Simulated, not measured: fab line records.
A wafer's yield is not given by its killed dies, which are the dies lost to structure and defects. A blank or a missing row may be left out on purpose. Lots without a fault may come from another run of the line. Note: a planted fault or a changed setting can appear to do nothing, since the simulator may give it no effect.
Which tool did it? || flow n5Finfet || 9 lots with 27 wafers sampled at 5 steps, on a route of 1938 steps

WHAT THE GAUGES SHOWED, per wafer
N5_BEOL_M4_RC_MEAS_101. Usual: DIBL_N 35.9 mV/V, standard deviation 1.2; DIBL_P 35.9 mV/V, standard deviation 1.4; IOFF_N 0.149 nA/um, standard deviation 0.02; IOFF_P 0.205 nA/um, standard deviation 0.022; ION_N 671 uA/um, standard deviation 8.8; ION_P 461 uA/um, standard deviation 5.9; SS_N 71.4 mV/dec, standard deviation 0.51; SS_P 73.2 mV/dec, standard deviation 0.56; VT_N 250.6 mV, standard deviation 2.5; VT_P -250.1 mV, standard deviation 2.3.
{"lot": "L154", "measured": "day 9 12:38", "on": "prober-02", "DIBL_N (mV/V)": "36.5 38.0 37.0", "DIBL_P (mV/V)": "36.9 38.1 37.4", "IOFF_N (nA/um)": "0.162 0.178 0.166", "IOFF_P (nA/um)": "0.193 0.207 0.195", "ION_N (uA/um)": "686 679 680", "ION_P (uA/um)": "462 459 453", "SS_N (mV/dec)": "72.0 71.9 71.1", "SS_P (mV/dec)": "73.3 73.8 73.3", "VT_N (mV)": "248.0 248.6 246.5", "VT_P (mV)": "-252.3 -251.2 -253.0", "flag": ""}
{"lot": "L155", "measured": "day 9 16:29", "on": "prober-02", "DIBL_N (mV/V)": "36.4 36.8 36.7", "DIBL_P (mV/V)": "35.8 35.7 36.5", "IOFF_N (nA/um)": "0.157 0.157 0.165", "IOFF_P (nA/um)": "0.223 0.233 0.243", "ION_N (uA/um)": "676 671 671", "ION_P (uA/um)": "466 466 465", "SS_N (mV/dec)": "71.5 72.5 71.3", "SS_P (mV/dec)": "73.6 73.6 72.3", "VT_N (mV)": "249.7 250.3 249.1", "VT_P (mV)": "-246.2 -248.6 -247.0", "flag": ""}
{"lot": "L158", "measured": "day 11 03:07", "on": "prober-02", "DIBL_N (mV/V)": "33.7 35.6 34.3", "DIBL_P (mV/V)": "35.3 38.1 35.7", "IOFF_N (nA/um)": "0.114 0.147 0.121", "IOFF_P (nA/um)": "0.181 0.214 0.177", "ION_N (uA/um)": "653 666 650", "ION_P (uA/um)": "453 458 452", "SS_N (mV/dec)": "70.9 72.0 71.3", "SS_P (mV/dec)": "73.1 73.2 72.8", "VT_N (mV)": "253.2 251.1 255.3", "VT_P (mV)": "-251.4 -251.1 -254.3", "flag": ""}
{"lot": "L162", "measured": "day 12 03:43", "on": "prober-02", "DIBL_N (mV/V)": "34.4 34.5 35.1", "DIBL_P (mV/V)": "35.5 35.3 35.6", "IOFF_N (nA/um)": "0.147 0.139 0.145", "IOFF_P (nA/um)": "0.193 0.184 0.199", "ION_N (uA/um)": "679 665 662", "ION_P (uA/um)": "461 457 458", "SS_N (mV/dec)": "71.5 71.4 71.7", "SS_P (mV/dec)": "72.5 72.9 72.9", "VT_N (mV)": "254.3 253.7 252.4", "VT_P (mV)": "-250.5 -250.7 -251.1", "flag": ""}
{"lot": "L166", "measured": "day 12 05:19", "on": "prober-02", "DIBL_N (mV/V)": "35.5 34.5 36.6", "DIBL_P (mV/V)": "33.2 31.5 34.0", "IOFF_N (nA/um)": "0.119 0.107 0.129", "IOFF_P (nA/um)": "0.190 0.169 0.198", "ION_N (uA/um)": "652 653 656", "ION_P (uA/um)": "458 462 460", "SS_N (mV/dec)": "70.8 70.2 70.9", "SS_P (mV/dec)": "71.9 71.6 71.9", "VT_N (mV)": "253.3 254.1 253.5", "VT_P (mV)": "-250.8 -251.5 -250.2", "flag": ""}
{"lot": "L167", "measured": "day 12 20:46", "on": "prober-02", "DIBL_N (mV/V)": "33.5 35.2 34.5", "DIBL_P (mV/V)": "33.7 35.4 34.5", "IOFF_N (nA/um)": "0.108 0.131 0.119", "IOFF_P (nA/um)": "0.159 0.183 0.166", "ION_N (uA/um)": "654 670 658", "ION_P (uA/um)": "454 462 451", "SS_N (mV/dec)": "71.1 71.8 70.7", "SS_P (mV/dec)": "73.4 73.5 72.6", "VT_N (mV)": "256.5 252.5 253.0", "VT_P (mV)": "-254.7 -251.4 -255.3", "flag": ""}
{"lot": "L171", "measured": "day 13 09:41", "on": "prober-01", "DIBL_N (mV/V)": "36.2 36.0 36.6", "DIBL_P (mV/V)": "37.5 37.1 38.0", "IOFF_N (nA/um)": "0.150 0.156 0.162", "IOFF_P (nA/um)": "0.202 0.198 0.208", "ION_N (uA/um)": "672 672 674", "ION_P (uA/um)": "464 458 465", "SS_N (mV/dec)": "71.1 70.9 71.8", "SS_P (mV/dec)": "73.4 73.2 73.9", "VT_N (mV)": "249.7 249.8 247.4", "VT_P (mV)": "-249.9 -249.9 -251.6", "flag": ""}
{"lot": "L175", "measured": "day 15 04:07", "on": "prober-02", "DIBL_N (mV/V)": "35.6 36.9 36.2", "DIBL_P (mV/V)": "35.4 37.1 35.8", "IOFF_N (nA/um)": "0.138 0.156 0.145", "IOFF_P (nA/um)": "0.189 0.223 0.202", "ION_N (uA/um)": "679 673 665", "ION_P (uA/um)": "462 460 456", "SS_N (mV/dec)": "71.5 71.5 71.6", "SS_P (mV/dec)": "73.1 73.9 72.9", "VT_N (mV)": "250.3 247.9 247.4", "VT_P (mV)": "-253.0 -248.4 -251.8", "flag": ""}
{"lot": "L177", "measured": "day 16 00:40", "on": "prober-02", "DIBL_N (mV/V)": "37.5 36.5 36.1", "DIBL_P (mV/V)": "35.7 34.1 34.7", "IOFF_N (nA/um)": "0.171 0.145 0.144", "IOFF_P (nA/um)": "0.244 0.216 0.222", "ION_N (uA/um)": "680 664 673", "ION_P (uA/um)": "473 461 470", "SS_N (mV/dec)": "71.2 71.5 71.0", "SS_P (mV/dec)": "74.4 74.0 73.2", "VT_N (mV)": "247.1 249.7 249.8", "VT_P (mV)": "-247.2 -248.4 -246.4", "flag": ""}

WHICH TOOL RAN EACH LOT (tool, then ch and the chambers of the sampled wafers, then the start)
{"lot": "L154", "N5_STI_FIN_REVEAL_DENSIFY_30": "rtpAnneal-02 ch 0, day 2 10:43", "N5_STI_FIN_REVEAL_ETCHBACK_08": "rieDiel-03 ch 1,2,3, day 2 11:08", "N5_STI_FIN_REVEAL_OXIDATION_33": "plasmaAsher-01 ch 0,1, day 2 14:31", "N5_DUMMY_GATE_COAT_34": "lithoTrack-03 ch 0, day 3 01:13"}
{"lot": "L155", "N5_STI_FIN_REVEAL_DENSIFY_30": "rtpAnneal-01 ch 0, day 2 17:50", "N5_STI_FIN_REVEAL_ETCHBACK_08": "rieDiel-03 ch 0,2,3, day 2 18:02", "N5_STI_FIN_REVEAL_OXIDATION_33": "plasmaAsher-01 ch 0,1, day 2 20:49", "N5_DUMMY_GATE_COAT_34": "lithoTrack-03 ch 0, day 3 05:23"}
{"lot": "L158", "N5_STI_FIN_REVEAL_DENSIFY_30": "rtpAnneal-01 ch 0, day 3 10:22", "N5_STI_FIN_REVEAL_ETCHBACK_08": "rieDiel-06 ch 0,3, day 3 10:35", "N5_STI_FIN_REVEAL_OXIDATION_33": "plasmaAsher-01 ch 0,1, day 3 13:23", "N5_DUMMY_GATE_COAT_34": "lithoTrack-03 ch 0, day 3 21:56"}
{"lot": "L162", "N5_STI_FIN_REVEAL_DENSIFY_30": "rtpAnneal-01 ch 0, day 4 10:54", "N5_STI_FIN_REVEAL_ETCHBACK_08": "rieDiel-05 ch 0,2,3, day 4 11:05", "N5_STI_FIN_REVEAL_OXIDATION_33": "plasmaAsher-02 ch 0, day 4 14:03", "N5_DUMMY_GATE_COAT_34": "lithoTrack-05 ch 0, day 5 00:30"}
{"lot": "L166", "N5_STI_FIN_REVEAL_DENSIFY_30": "rtpAnneal-02 ch 0, day 5 12:17", "N5_STI_FIN_REVEAL_ETCHBACK_08": "rieDiel-05 ch 2,3, day 5 12:28", "N5_STI_FIN_REVEAL_OXIDATION_33": "plasmaAsher-01 ch 0,1, day 5 15:14", "N5_DUMMY_GATE_COAT_34": "lithoTrack-03 ch 0, day 5 23:44"}
{"lot": "L167", "N5_STI_FIN_REVEAL_DENSIFY_30": "rtpAnneal-02 ch 0, day 5 15:10", "N5_STI_FIN_REVEAL_ETCHBACK_08": "rieDiel-05 ch 1,2, day 5 15:28", "N5_STI_FIN_REVEAL_OXIDATION_33": "plasmaAsher-02 ch 0,1, day 5 18:15", "N5_DUMMY_GATE_COAT_34": "lithoTrack-03 ch 0, day 6 03:14"}
{"lot": "L171", "N5_STI_FIN_REVEAL_DENSIFY_30": "rtpAnneal-02 ch 0, day 6 18:34", "N5_STI_FIN_REVEAL_ETCHBACK_08": "rieDiel-06 ch 1,2,3, day 6 18:49", "N5_STI_FIN_REVEAL_OXIDATION_33": "plasmaAsher-02 ch 0,1, day 6 21:35", "N5_DUMMY_GATE_COAT_34": "lithoTrack-05 ch 0, day 7 06:49"}
{"lot": "L175", "N5_STI_FIN_REVEAL_DENSIFY_30": "rtpAnneal-01 ch 0, day 7 16:25", "N5_STI_FIN_REVEAL_ETCHBACK_08": "rieDiel-03 ch 1,2,3, day 7 16:35", "N5_STI_FIN_REVEAL_OXIDATION_33": "plasmaAsher-01 ch 0,1, day 7 19:36", "N5_DUMMY_GATE_COAT_34": "lithoTrack-01 ch 0, day 8 04:55"}
{"lot": "L177", "N5_STI_FIN_REVEAL_DENSIFY_30": "rtpAnneal-02 ch 0, day 8 04:21", "N5_STI_FIN_REVEAL_ETCHBACK_08": "rieDiel-06 ch 0,1,3, day 8 04:34", "N5_STI_FIN_REVEAL_OXIDATION_33": "plasmaAsher-01 ch 0,1, day 8 07:52", "N5_DUMMY_GATE_COAT_34": "lithoTrack-01 ch 0, day 8 16:56"}
- N5_STI_FIN_REVEAL_DENSIFY_30
- N5_STI_FIN_REVEAL_ETCHBACK_08: etches SiO2 in C4F6/O2, target depth 30.5 nm, time 10.167 s.
- N5_STI_FIN_REVEAL_OXIDATION_33: chemistry O2 PLASMA REMOTE, time 20 s.
- N5_DUMMY_GATE_COAT_34: time 60 s, resist thk 60 nm.

WHAT THE TOOLS THEMSELVES READ (means of the sampled wafers that have a number; where no wafer has one, the mark that the record gives instead)
N5_STI_FIN_REVEAL_DENSIFY_30. Usual: 11.54 % for lampPowerPct, sd 0.052.
{"lot": "L154", "tool": "rtpAnneal-02", "lampPowerPct (%)": 11.58, "flag": ""}
{"lot": "L155", "tool": "rtpAnneal-01", "lampPowerPct (%)": 11.50, "flag": ""}
{"lot": "L158", "tool": "rtpAnneal-01", "lampPowerPct (%)": 11.59, "flag": ""}
{"lot": "L162", "tool": "rtpAnneal-01", "lampPowerPct (%)": 11.54, "flag": ""}
{"lot": "L166", "tool": "rtpAnneal-02", "lampPowerPct (%)": 11.50, "flag": ""}
{"lot": "L167", "tool": "rtpAnneal-02", "lampPowerPct (%)": 11.60, "flag": ""}
{"lot": "L171", "tool": "rtpAnneal-02", "lampPowerPct (%)": 11.54, "flag": ""}
{"lot": "L175", "tool": "rtpAnneal-01", "lampPowerPct (%)": 11.51, "flag": ""}
{"lot": "L177", "tool": "rtpAnneal-02", "lampPowerPct (%)": 11.55, "flag": ""}

N5_STI_FIN_REVEAL_ETCHBACK_08. Usual: C4F6_flow_sccm 10.00 sccm, standard deviation 0.033; drypumpMotorCurrentA 5.7 A, standard deviation 0.46; oesProductAu 0.76 a.u., standard deviation 0.07; rfFwdPowerW 341.1 W, standard deviation 1.6; rfVppV 661 V, standard deviation 6.2; showerheadPlenumPTorr 2.81 Torr, standard deviation 0.07; throttleValvePct 21.30 %, standard deviation 0.25.
{"lot": "L154", "tool": "rieDiel-03", "C4F6_flow_sccm (sccm)": 10.00, "drypumpMotorCurrentA (A)": 5.5, "oesProductAu (a.u.)": 0.72, "rfFwdPowerW (W)": 341.0, "rfVppV (V)": 661, "showerheadPlenumPTorr (Torr)": 2.78, "throttleValvePct (%)": 21.29, "flag": ""}
{"lot": "L155", "tool": "rieDiel-03", "C4F6_flow_sccm (sccm)": 10.02, "drypumpMotorCurrentA (A)": 5.6, "oesProductAu (a.u.)": 0.73, "rfFwdPowerW (W)": 340.1, "rfVppV (V)": 657, "showerheadPlenumPTorr (Torr)": 2.76, "throttleValvePct (%)": 21.23, "flag": ""}
{"lot": "L158", "tool": "rieDiel-06", "C4F6_flow_sccm (sccm)": 9.98, "drypumpMotorCurrentA (A)": 5.2, "oesProductAu (a.u.)": 0.73, "rfFwdPowerW (W)": 340.8, "rfVppV (V)": 671, "showerheadPlenumPTorr (Torr)": 2.83, "throttleValvePct (%)": 21.62, "flag": ""}
{"lot": "L162", "tool": "rieDiel-05", "C4F6_flow_sccm (sccm)": 10.01, "drypumpMotorCurrentA (A)": 6.0, "oesProductAu (a.u.)": 0.73, "rfFwdPowerW (W)": 340.8, "rfVppV (V)": 659, "showerheadPlenumPTorr (Torr)": 2.83, "throttleValvePct (%)": 21.27, "flag": ""}
{"lot": "L166", "tool": "rieDiel-05", "C4F6_flow_sccm (sccm)": 10.00, "drypumpMotorCurrentA (A)": 6.0, "oesProductAu (a.u.)": 0.74, "rfFwdPowerW (W)": 342.2, "rfVppV (V)": 659, "showerheadPlenumPTorr (Torr)": 2.84, "throttleValvePct (%)": 21.36, "flag": ""}
{"lot": "L167", "tool": "rieDiel-05", "C4F6_flow_sccm (sccm)": 10.02, "drypumpMotorCurrentA (A)": 6.4, "oesProductAu (a.u.)": 0.74, "rfFwdPowerW (W)": 341.1, "rfVppV (V)": 656, "showerheadPlenumPTorr (Torr)": 2.76, "throttleValvePct (%)": 21.30, "flag": ""}
{"lot": "L171", "tool": "rieDiel-06", "C4F6_flow_sccm (sccm)": 9.97, "drypumpMotorCurrentA (A)": 5.4, "oesProductAu (a.u.)": 0.77, "rfFwdPowerW (W)": 342.5, "rfVppV (V)": 663, "showerheadPlenumPTorr (Torr)": 2.81, "throttleValvePct (%)": 21.35, "flag": ""}
{"lot": "L175", "tool": "rieDiel-03", "C4F6_flow_sccm (sccm)": 10.00, "drypumpMotorCurrentA (A)": 5.5, "oesProductAu (a.u.)": 0.78, "rfFwdPowerW (W)": 341.4, "rfVppV (V)": 663, "showerheadPlenumPTorr (Torr)": 2.88, "throttleValvePct (%)": 21.21, "flag": ""}
{"lot": "L177", "tool": "rieDiel-06", "C4F6_flow_sccm (sccm)": 10.00, "drypumpMotorCurrentA (A)": 5.5, "oesProductAu (a.u.)": 0.72, "rfFwdPowerW (W)": 342.0, "rfVppV (V)": 667, "showerheadPlenumPTorr (Torr)": 2.79, "throttleValvePct (%)": 21.53, "flag": ""}

N5_STI_FIN_REVEAL_OXIDATION_33. Usual: drypumpMotorCurrentA 5.9 A, standard deviation 0.37; heaterPowerW 138 W, standard deviation 20; rfFwdPowerW 1977 W, standard deviation 6.3.
{"lot": "L154", "tool": "plasmaAsher-01", "drypumpMotorCurrentA (A)": 5.6, "heaterPowerW (W)": 139, "rfFwdPowerW (W)": 1974, "flag": ""}
{"lot": "L155", "tool": "plasmaAsher-01", "drypumpMotorCurrentA (A)": 5.6, "heaterPowerW (W)": 137, "rfFwdPowerW (W)": 1972, "flag": ""}
{"lot": "L158", "tool": "plasmaAsher-01", "drypumpMotorCurrentA (A)": 5.6, "heaterPowerW (W)": 126, "rfFwdPowerW (W)": 1973, "flag": ""}
{"lot": "L162", "tool": "plasmaAsher-02", "drypumpMotorCurrentA (A)": 6.1, "heaterPowerW (W)": 163, "rfFwdPowerW (W)": 1981, "flag": ""}
{"lot": "L166", "tool": "plasmaAsher-01", "drypumpMotorCurrentA (A)": 5.7, "heaterPowerW (W)": 126, "rfFwdPowerW (W)": 1973, "flag": ""}
{"lot": "L167", "tool": "plasmaAsher-02", "drypumpMotorCurrentA (A)": 6.4, "heaterPowerW (W)": 139, "rfFwdPowerW (W)": 1982, "flag": ""}
{"lot": "L171", "tool": "plasmaAsher-02", "drypumpMotorCurrentA (A)": 6.2, "heaterPowerW (W)": 151, "rfFwdPowerW (W)": 1984, "flag": ""}
{"lot": "L175", "tool": "plasmaAsher-01", "drypumpMotorCurrentA (A)": 5.6, "heaterPowerW (W)": 139, "rfFwdPowerW (W)": 1977, "flag": ""}
{"lot": "L177", "tool": "plasmaAsher-01", "drypumpMotorCurrentA (A)": 5.7, "heaterPowerW (W)": 126, "rfFwdPowerW (W)": 1978, "flag": ""}

N5_DUMMY_GATE_COAT_34. Usual: 1499.8 rpm for spinSpeedRpm, sd 1.1.
{"lot": "L154", "tool": "lithoTrack-03", "spinSpeedRpm (rpm)": 1499.9, "flag": ""}
{"lot": "L155", "tool": "lithoTrack-03", "spinSpeedRpm (rpm)": 1499.3, "flag": ""}
{"lot": "L158", "tool": "lithoTrack-03", "spinSpeedRpm (rpm)": 1500.0, "flag": ""}
{"lot": "L162", "tool": "lithoTrack-05", "spinSpeedRpm (rpm)": 1501.6, "flag": ""}
{"lot": "L166", "tool": "lithoTrack-03", "spinSpeedRpm (rpm)": 1548.2, "flag": "OFF"}
{"lot": "L167", "tool": "lithoTrack-03", "spinSpeedRpm (rpm)": 1546.1, "flag": "OFF"}
{"lot": "L171", "tool": "lithoTrack-05", "spinSpeedRpm (rpm)": 1500.5, "flag": ""}
{"lot": "L175", "tool": "lithoTrack-01", "spinSpeedRpm (rpm)": 1499.7, "flag": ""}
{"lot": "L177", "tool": "lithoTrack-01", "spinSpeedRpm (rpm)": 1498.7, "flag": ""}

THE ANSWER, worked out from the rows above alone
Rule: take the mean of a lot's wafers that have a number; if it is more than 3 standard deviations from the usual mean, the lot is off. Also off: a lot with no number at a reading for which 4 or more lots have one. All remaining lots with rows at the step are treated as sound. The gauges are gone through in route order, then the tools' own readings, and for those a lot's mean is taken as printed above. At the first step where some lot is off, the reading lying furthest off is the one used; lots without a number count as furthest.
Off: L166, L167 (N5_DUMMY_GATE_COAT_34, spinSpeedRpm).
A tool fits if, at that step or a process step before it, it ran every lot that is off, and no sound lot after the first of them. Can't be told from this: 2 tools fit, rieDiel-05 at N5_STI_FIN_REVEAL_ETCHBACK_08, lithoTrack-03 at N5_DUMMY_GATE_COAT_34.

WHAT THE SIMULATOR PUT IN
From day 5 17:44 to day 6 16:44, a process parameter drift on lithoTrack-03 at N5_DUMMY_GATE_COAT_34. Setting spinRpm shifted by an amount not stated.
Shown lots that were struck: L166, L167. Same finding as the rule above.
